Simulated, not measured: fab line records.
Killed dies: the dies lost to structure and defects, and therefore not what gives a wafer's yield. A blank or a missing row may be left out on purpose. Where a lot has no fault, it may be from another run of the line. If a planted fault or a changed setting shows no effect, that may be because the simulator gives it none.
Chamber matching -- flow n5-finfet -- N5_FIN_CUT_CUT_ETCH_28 on rie-si-04 has 4 sister chambers
The step etches Si in HBr/Cl2/O2, target depth 6 nm, time 2.4 s. 14 wafers are shown with their chamber, then 7 later ones without.

## WAFERS, EACH WITH ITS CHAMBER
wafer,chamber,drypump-motor-current-A (A),oes-product-au (a.u.),O2_flow_sccm (sccm)
L074.1,3,5.9,1.014,12.01
L074.3,0,5.2,0.984,11.97
L074.5,1,5.1,0.990,11.96
L075.1,2,6.2,1.020,12.01
L075.4,3,5.9,1.001,12.07
L075.6,2,6.1,1.014,12.01
L083.1,3,5.9,1.012,12.02
L083.2,1,5.1,0.990,12.00
L083.3,2,6.1,1.017,12.02
L086.1,0,5.2,0.984,12.00
L086.4,3,5.9,1.016,12.00
L086.5,2,6.1,1.020,12.03
L088.3,3,5.9,1.004,11.99
L088.5,1,5.1,0.993,12.02

SIGNATURES (averages over the wafers above)
reading,chamber 0,chamber 1,chamber 2,chamber 3,scatter within a chamber
drypump-motor-current-A,5.200,5.100,6.125,5.900,0.0274
oes-product-au,0.98400,0.99100,1.01775,1.00940,0.00449
O2_flow_sccm,11.9850,11.9933,12.0175,12.0180,0.0254
Rule: distance of a wafer from a chamber = root of the sum over the readings of ((wafer's reading minus chamber's mean) / reading's scatter) squared. The wafer belongs to the nearest chamber; if the next one is less than 2 further off, it can't be placed. How the scatter is found: for the shown wafers, subtract from each reading the mean of its chamber, square and add these, divide the total by (wafers less chambers), then take the root.

## WAFERS WHOSE CHAMBER IS MISSING
wafer,drypump-motor-current-A (A),oes-product-au (a.u.),O2_flow_sccm (sccm)
L088.6,6.1,1.013,12.02
L091.1,5.3,0.995,12.02
L091.4,6.1,1.016,11.93
L091.6,6.1,1.018,11.99
L092.2,5.9,1.017,11.98
L092.3,6.1,1.013,12.02
L092.6,5.2,0.991,12.04

## THE CHAMBER EACH PASSED THROUGH
wafer,from the rows above,in truth
L088.6,2,2
L091.1,0,0
L091.4,2,2
L091.6,2,2
L092.2,3,3
L092.3,2,2
L092.6,can't be placed: 0 or 1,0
6 of 7 placed correctly. These rows do not allow placing 1 (true chamber among the candidates in 1). Wrongly placed: 0.
